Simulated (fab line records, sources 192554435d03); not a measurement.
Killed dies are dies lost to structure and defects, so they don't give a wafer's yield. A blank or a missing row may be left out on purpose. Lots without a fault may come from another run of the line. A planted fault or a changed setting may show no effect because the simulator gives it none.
Which tool did it? | flow n5_finfet | 9 lots, 27 wafers sampled, at 6 steps of a route of 1938

WHAT THE GAUGES READ, wafer by wafer
N5_BEOL_M4_INSPECT_30: inspects for defects (brightfield).
lot  | measured     | on                | raw_defect_count
L848 | day 7 08:56  | defect_inspect-01 | 466 384 429
L853 | day 8 09:08  | defect_inspect-02 | 461 531 309
L855 | day 8 19:53  | defect_inspect-02 | 412 298 363
L854 | day 9 01:16  | defect_inspect-01 | 224 266 316
L863 | day 11 08:58 | defect_inspect-02 | 379 572 432
L864 | day 11 11:49 | defect_inspect-02 | 483 586 542
L865 | day 11 16:55 | defect_inspect-01 | 361 417 363
L866 | day 11 21:13 | defect_inspect-02 | 529 422 518
L868 | day 12 16:26 | defect_inspect-02 | 359 392 415

N5_BEOL_M4_OCD_MEAS_38.
lot  | measured     | on     | trench_depth_nm (nm)
L848 | day 7 11:32  | ocd-02 | 55.2 55.6 55.9
L853 | day 8 10:29  | ocd-02 | 0.1 0.2 0
L855 | day 9 02:00  | ocd-01 | 0 0.1 0
L854 | day 9 06:28  | ocd-01 | 0.1 0 0
L863 | day 11 12:40 | ocd-02 | 54.6 55.9 56.2
L864 | day 11 14:03 | ocd-02 | 55.6 54.4 55.6
L865 | day 11 19:23 | ocd-02 | 54.9 56.5 56.3
L866 | day 12 01:55 | ocd-01 | 54.2 56.1 56.4
L868 | day 12 20:05 | ocd-01 | 56.1 54.2 55.1

N5_BEOL_M4_RC_MEAS_101.
lot  | measured     | on        | DIBL_N (mV/V)  | DIBL_P (mV/V)  | IOFF_N (nA/um) | IOFF_P (nA/um) | ION_N (uA/um) | ION_P (uA/um) | SS_N (mV/dec)  | SS_P (mV/dec)  | VT_N (mV)   | VT_P (mV)
L848 | day 7 15:28  | prober-01 | 35.4 35.3 34.9 | 36.0 36.6 36.1 | 0.14 0.15 0.15 | 0.19 0.20 0.19 | 666 684 678   | 457 469 466   | 71.4 71.6 71.6 | 73.2 73.9 73.7 | 253 249 253 | -255 -252 -252
L863 | day 11 16:40 | prober-02 | 37.0 38.1 39.1 | 36.3 37.1 38.9 | 0.17 0.19 0.21 | 0.24 0.24 0.27 | 677 675 686   | 463 462 465   | 71.6 72.2 72.7 | 73.4 73.7 73.8 | 249 248 248 | -248 -246 -248
L864 | day 11 18:43 | prober-02 | 38.3 37.4 39.3 | 38.1 36.6 38.4 | 0.17 0.15 0.17 | 0.20 0.19 0.20 | 681 660 661   | 455 457 450   | 72.2 72.0 73.0 | 74.4 73.6 73.8 | 250 252 251 | -254 -255 -253
L865 | day 12 00:10 | prober-02 | 37.3 35.6 35.4 | 35.4 34.2 34.3 | 0.16 0.15 0.14 | 0.22 0.22 0.21 | 675 703 677   | 466 481 469   | 71.4 71.4 71.2 | 72.8 72.5 72.8 | 247 246 249 | -246 -244 -245
L866 | day 12 06:17 | prober-02 | 37.0 38.2 37.9 | 38.3 39.1 38.9 | 0.22 0.23 0.24 | 0.22 0.23 0.23 | 705 686 683   | 462 456 458   | 72.0 72.5 72.2 | 73.2 73.7 73.6 | 243 244 240 | -251 -248 -250
L868 | day 13 00:05 | prober-02 | 33.4 35.3 34.3 | 33.1 34.8 33.9 | 0.13 0.16 0.14 | 0.17 0.19 0.18 | 682 677 672   | 465 462 459   | 71.4 71.3 71.9 | 72.7 73.6 73.2 | 251 247 250 | -254 -251 -252

WHICH TOOL RAN EACH LOT (tool, then ch and the chambers of the sampled wafers, then the start)
lot  | N5_BEOL_M4_STRIP_36                | N5_BEOL_M4_TRENCH_ETCH_37          | N5_BEOL_M4_STRIP_97
L848 | rie_diel-03 ch 0,1,3, day 7 11:20  | rie_diel-03 ch 0,1,3, day 7 11:23  | rie_diel-03 ch 0,1,3, day 7 11:32 or earlier
L853 | rie_diel-06 ch 0,3, day 8 10:17    | rie_diel-06 ch 0,3, day 8 10:20    | rie_diel-06 ch 0,3, day 8 10:29 or earlier
L855 | rie_diel-03 ch 1,2,3, day 9 01:49  | rie_diel-03 ch 1,2,3, day 9 01:51  | rie_diel-03 ch 1,2,3, day 9 02:00 or earlier
L854 | rie_diel-01 ch 0,1,2, day 9 06:16  | rie_diel-01 ch 0,1,2, day 9 06:19  | rie_diel-01 ch 0,1,2, day 9 06:28 or earlier
L863 | rie_diel-03 ch 0,1, day 11 12:28   | rie_diel-03 ch 0,1, day 11 12:31   | rie_diel-03 ch 0,1, day 11 12:40 or earlier
L864 | rie_diel-06 ch 0,1,3, day 11 13:52 | rie_diel-06 ch 0,1,3, day 11 13:54 | rie_diel-06 ch 0,1,3, day 11 14:03 or earlier
L865 | rie_diel-03 ch 0,1, day 11 19:11   | rie_diel-03 ch 0,1, day 11 19:14   | rie_diel-03 ch 0,1, day 11 19:23 or earlier
L866 | rie_diel-06 ch 2,3, day 12 01:44   | rie_diel-06 ch 2,3, day 12 01:46   | rie_diel-06 ch 2,3, day 12 01:55 or earlier
L868 | rie_diel-03 ch 1,2,3, day 12 19:53 | rie_diel-03 ch 1,2,3, day 12 19:55 | rie_diel-03 ch 1,2,3, day 12 20:05 or earlier
- N5_BEOL_M4_STRIP_36: strips in N2/H2.
- N5_BEOL_M4_TRENCH_ETCH_37: etches SiOC in C4F6/O2, target depth 55.555 nm, time 29.2 s.
- N5_BEOL_M4_STRIP_97: strips in N2/H2, time 10 s.

WHAT THE TOOLS THEMSELVES READ (means of the sampled wafers that have a number; where no wafer has one, the mark that the record gives instead)
N5_BEOL_M4_STRIP_36.
lot  | tool        | drypump_motor_current_A (A) | oes_product_au (a.u.) | rf_vpp_V (V) | showerhead_plenum_p_Torr (Torr) | throttle_valve_pct (%)
L848 | rie_diel-03 | 5.6                         | 0.83                  | 60.6         | 2.55                            | 23.54
L853 | rie_diel-06 | 5.0                         | 0.75                  | 59.9         | 2.58                            | 24.04
L855 | rie_diel-03 | 5.5                         | 0.82                  | 60.2         | 2.48                            | 23.52
L854 | rie_diel-01 | 5.5                         | 0.81                  | 59.0         | 2.55                            | 23.77
L863 | rie_diel-03 | 5.8                         | 0.71                  | 59.6         | 2.55                            | 23.72
L864 | rie_diel-06 | 5.1                         | 0.75                  | 58.5         | 2.54                            | 23.84
L865 | rie_diel-03 | 5.8                         | 0.71                  | 58.8         | 2.55                            | 23.74
L866 | rie_diel-06 | 5.1                         | 0.78                  | 57.2         | 2.45                            | 23.91
L868 | rie_diel-03 | 5.5                         | 0.77                  | 59.2         | 2.46                            | 23.54

N5_BEOL_M4_TRENCH_ETCH_37.
lot  | tool        | C4F6_flow_sccm (sccm) | O2_flow_sccm (sccm) | drypump_motor_current_A (A) | oes_product_au (a.u.) | rf_fwd_power_W (W) | rf_vpp_V (V) | showerhead_plenum_p_Torr (Torr) | throttle_valve_pct (%)
L848 | rie_diel-03 | 9.99                  | 10.00               | 5.6                         | 0.82                  | 349.5              | 668          | 2.87                            | 20.80
L853 | rie_diel-06 | -                     | -                   | -                           | -                     | -                  | -            | -                               | -
L855 | rie_diel-03 | -                     | -                   | -                           | -                     | -                  | -            | -                               | -
L854 | rie_diel-01 | -                     | -                   | -                           | -                     | -                  | -            | -                               | -
L863 | rie_diel-03 | 10.03                 | 10.00               | 5.8                         | 0.71                  | 351.7              | 666          | 2.86                            | 20.91
L864 | rie_diel-06 | 9.98                  | 10.02               | 5.1                         | 0.75                  | 349.8              | 668          | 2.84                            | 20.86
L865 | rie_diel-03 | 10.00                 | 9.96                | 5.8                         | 0.72                  | 351.8              | 666          | 2.86                            | 20.91
L866 | rie_diel-06 | 9.98                  | 10.02               | 5.1                         | 0.77                  | 349.0              | 673          | 2.73                            | 20.80
L868 | rie_diel-03 | 9.98                  | 9.99                | 5.5                         | 0.77                  | 348.2              | 667          | 2.78                            | 20.87

N5_BEOL_M4_STRIP_97.
lot  | tool        | drypump_motor_current_A (A) | oes_product_au (a.u.) | rf_vpp_V (V) | showerhead_plenum_p_Torr (Torr) | throttle_valve_pct (%)
L848 | rie_diel-03 | 5.6                         | 0.83                  | 58.9         | 2.55                            | 23.54
L853 | rie_diel-06 | 5.0                         | 0.76                  | 59.6         | 2.58                            | 24.04
L855 | rie_diel-03 | 5.5                         | 0.82                  | 58.8         | 2.48                            | 23.49
L854 | rie_diel-01 | 5.5                         | 0.81                  | 59.2         | 2.55                            | 23.77
L863 | rie_diel-03 | 5.8                         | 0.71                  | 58.6         | 2.55                            | 23.74
L864 | rie_diel-06 | 5.1                         | 0.76                  | 58.3         | 2.54                            | 23.86
L865 | rie_diel-03 | 5.8                         | 0.72                  | 58.9         | 2.55                            | 23.75
L866 | rie_diel-06 | 5.1                         | 0.77                  | 58.8         | 2.45                            | 23.91
L868 | rie_diel-03 | 5.5                         | 0.78                  | 58.8         | 2.47                            | 23.53

THE ANSWER, worked out from the rows above alone
Rule: what is usual is taken from the lots themselves. Put in order of their means at a reading, lots are off if they are a third of the lots or fewer, leave a main group of 4 or more, and stand apart from it by a gap of 3 or more times the standard deviation of the main group's means; of several such gaps the widest counts. A main group whose means are all the same, to the digits that the tables above print for the reading, isn't used. A lot without any number at a reading at which 4 lots or more have one is off too. The other lots that the step has rows for count as sound. The gauges are gone through in route order, then the tools' own readings, and for those a lot's mean is taken as printed above. The first step at which some lot is off is used, and at that step the reading that is off furthest; a lot without a number counts as furthest.
Off: L853, L855, L854, at N5_BEOL_M4_OCD_MEAS_38 (trench_depth_nm). The main group: mean 55.5 nm, standard deviation 0.26.
A tool fits if, at a process step before that reading, it ran every lot that is off, and no sound lot after the first of them. The gauges at N5_BEOL_M4_OCD_MEAS_38 aren't tried: what is off there is off at N5_BEOL_M4_TRENCH_ETCH_37 too, on other tools, and a gauge's error can't cause that. N5_BEOL_M4_STRIP_97 gives no start for some lots, so the hours and the order of its lots are those of N5_BEOL_M4_OCD_MEAS_38. None of those tried fits.

WHAT THE SIMULATOR HAD PUT IN
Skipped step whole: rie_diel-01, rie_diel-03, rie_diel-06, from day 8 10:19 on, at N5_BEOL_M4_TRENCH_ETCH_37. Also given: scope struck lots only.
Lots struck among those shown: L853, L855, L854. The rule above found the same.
